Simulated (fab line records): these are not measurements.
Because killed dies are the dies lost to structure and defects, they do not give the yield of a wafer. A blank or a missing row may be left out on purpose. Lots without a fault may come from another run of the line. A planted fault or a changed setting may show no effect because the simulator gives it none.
Matching of chambers ; flow nand_harc ; 4 sister chambers for NHARC_A_CHANNEL_FILL_D1_ETCHBACK_20 on rie_diel-05
The step etches the open film in C4F8/O2/Ar, target depth 27 nm, time 13.5 s. 4 wafers are shown with their chamber, then 7 later ones without.

## WAFERS, EACH WITH ITS CHAMBER
wafer;chamber;rf_vpp_V (V)
L077.2;3;986
L078.3;2;982
L080.2;0;973
L080.3;1;973

## WAFERS WITH NO CHAMBER GIVEN
wafer;rf_vpp_V (V)
L080.6;976
L087.4;976
L087.5;985
L087.6;974
L092.2;984
L092.5;972
L092.6;984

## WHICH CHAMBER EACH WENT THROUGH
wafer;from the rows above;in truth
L080.6;can't be placed: 0 or 1 or 2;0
L087.4;can't be placed: 0 or 1 or 2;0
L087.5;can't be placed: 3 or 2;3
L087.6;can't be placed: 0 or 1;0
L092.2;can't be placed: 2 or 3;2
L092.5;can't be placed: 0 or 1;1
L092.6;can't be placed: 2 or 3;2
0 of 7 placed correctly. Can't be placed from these rows: 7 (the true chamber is among the candidates in 7). Number placed wrongly: 0.
How it was worked out, from the rows above alone: a wafer's distance from a chamber is the root of the sum, over the readings, of the square of ((its reading less the chamber's mean) divided by the reading's scatter). The wafer belongs to the nearest chamber; if the next one is less than 2 further off, it can't be placed. The mean given for a chamber averages the wafers shown for that chamber. The scatter: with one shown wafer a chamber, the root of the mean of the squares of how far each hidden wafer lies from its nearest shown one.
